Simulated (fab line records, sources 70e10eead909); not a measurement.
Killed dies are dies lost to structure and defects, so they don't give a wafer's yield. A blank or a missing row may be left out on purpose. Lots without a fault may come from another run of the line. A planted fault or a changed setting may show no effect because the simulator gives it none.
Chamber matching | flow nand_harc | NHARC_A_CHANNEL_FILL_D1_ALD_25 on ald_hk-02: 4 sister chambers
The step deposits SiOx, target thk 60 nm, pulse time 10 s, ald cycles 600. 4 wafers are shown with their chamber, then 7 later ones without.

WAFERS WITH THEIR CHAMBER
wafer  | chamber | heater_power_w (W)
L083.1 | 2       | 577
L083.5 | 3       | 487
L088.1 | 1       | 545
L088.2 | 0       | 451

WAFERS WITHOUT THEIR CHAMBER
wafer  | heater_power_w (W)
L088.4 | 465
L090.1 | 550
L090.3 | 444
L090.5 | 469
L089.3 | 469
L089.5 | 561
L089.6 | 456

WHICH CHAMBER EACH WENT THROUGH
wafer  | from the rows above     | in truth
L088.4 | can't be placed: 0 or 3 | 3
L090.1 | can't be placed: 1 or 2 | 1
L090.3 | 0                       | 0
L090.5 | can't be placed: 0 or 3 | 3
L089.3 | can't be placed: 0 or 3 | 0
L089.5 | can't be placed: 1 or 2 | 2
L089.6 | can't be placed: 0 or 3 | 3
Placed correctly: 1 of 7. Can't be placed from these rows: 6 (the true chamber is among the candidates in 6). Placed wrongly: 0.
How it was worked out, from the rows above alone: a wafer's distance from a chamber is the root of the sum, over the readings, of the square of ((its reading less the chamber's mean) divided by the reading's scatter). The wafer belongs to the nearest chamber; if the next one is less than 2 further off, it can't be placed. A chamber's mean is the mean of its shown wafers. The scatter: with one shown wafer a chamber, the root of the mean of the squares of how far each hidden wafer lies from its nearest shown one.
